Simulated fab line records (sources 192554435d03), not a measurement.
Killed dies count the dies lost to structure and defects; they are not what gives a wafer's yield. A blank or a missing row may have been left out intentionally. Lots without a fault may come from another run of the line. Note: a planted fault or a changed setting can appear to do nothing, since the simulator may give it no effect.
The tool behind it: which one? + flow n5Finfet + 7 lots, 20 wafers sampled, at 4 steps of a route of 1938

== WHAT THE GAUGES SHOWED, per wafer ==
N5_FIN_SAQP_THK_MEAS_05.
| lot  | measured    | on           | thkNm (nm)     |
|------|-------------|--------------|----------------|
| L370 | day 2 03:05 | filmMetro-01 | 37.5 37.7 38.2 |
| L372 | day 2 16:16 | filmMetro-01 | 38.5 38.4      |
| L374 | day 3 03:50 | filmMetro-01 | 37.8 37.9 38.2 |
| L380 | day 4 18:10 | filmMetro-01 | 35.5 37.8 38.0 |
| L385 | day 5 21:03 | filmMetro-02 | 37.0 37.2 37.8 |
| L388 | day 6 15:16 | filmMetro-01 | 37.6 38.1 38.0 |
| L392 | day 7 14:48 | filmMetro-02 | 37.8 37.8 38.3 |

== WHICH TOOL RAN EACH LOT (tool, then ch and the chambers of the sampled wafers, then the start) ==
| lot  | N5_PMOS_HMC_CHANNEL_EPI_DESCUM_14 | N5_FIN_SAQP_DENSIFY_62         | N5_FIN_SAQP_HM_DEP_03        |
|------|-----------------------------------|--------------------------------|------------------------------|
| L370 | rieDiel-01 ch 1,3, day 1 23:40    | rtpAnneal-01 ch 0, day 2 02:48 | pecvd-01 ch 1,2, day 2 03:00 |
| L372 | rieDiel-01 ch 2, day 2 12:37      | rtpAnneal-01 ch 0, day 2 16:00 | pecvd-04 ch 1,2, day 2 16:11 |
| L374 | rieDiel-01 ch 1,2, day 2 23:45    | rtpAnneal-01 ch 0, day 3 03:32 | pecvd-04 ch 0,1, day 3 03:45 |
| L380 | rieDiel-04 ch 0,1,3, day 4 11:13  | rtpAnneal-01 ch 0, day 4 17:52 | pecvd-01 ch 1,2, day 4 18:05 |
| L385 | rieDiel-03 ch 1,2,3, day 5 17:30  | rtpAnneal-02 ch 0, day 5 20:45 | pecvd-04 ch 0,1, day 5 20:58 |
| L388 | rieDiel-04 ch 0,3, day 6 11:12    | rtpAnneal-02 ch 0, day 6 14:58 | pecvd-02 ch 0,2, day 6 15:11 |
| L392 | rieDiel-04 ch 1,3, day 7 11:24    | rtpAnneal-02 ch 0, day 7 14:30 | pecvd-02 ch 0,2, day 7 14:43 |
- N5_PMOS_HMC_CHANNEL_EPI_DESCUM_14: chemistry O2, time 7.9 s.
- N5_FIN_SAQP_DENSIFY_62: time 60 s.
- N5_FIN_SAQP_HM_DEP_03: deposits SiNx from SiH4/NH3/N2, target thk 38 nm, time 33.6 s.

== THE ANSWER, worked out from the rows above alone ==
Rule: the lots themselves supply what counts as usual. The widest of any qualifying gaps counts: lots, ordered by their means at a reading, are off when they make up no more than a third of the lots, leave a main group of 4 or more, and stand apart from it by 3 or more times the standard deviation of that group's means. A main group whose means are all the same, to the digits that the tables above print for the reading, isn't used. A lot without any number at a reading at which 4 lots or more have one is off too. All remaining lots with rows at the step are treated as sound.
Across all readings shown, no lot is off: no conclusion can be drawn from this.

== WHAT HAD BEEN PUT IN BY THE SIMULATOR ==
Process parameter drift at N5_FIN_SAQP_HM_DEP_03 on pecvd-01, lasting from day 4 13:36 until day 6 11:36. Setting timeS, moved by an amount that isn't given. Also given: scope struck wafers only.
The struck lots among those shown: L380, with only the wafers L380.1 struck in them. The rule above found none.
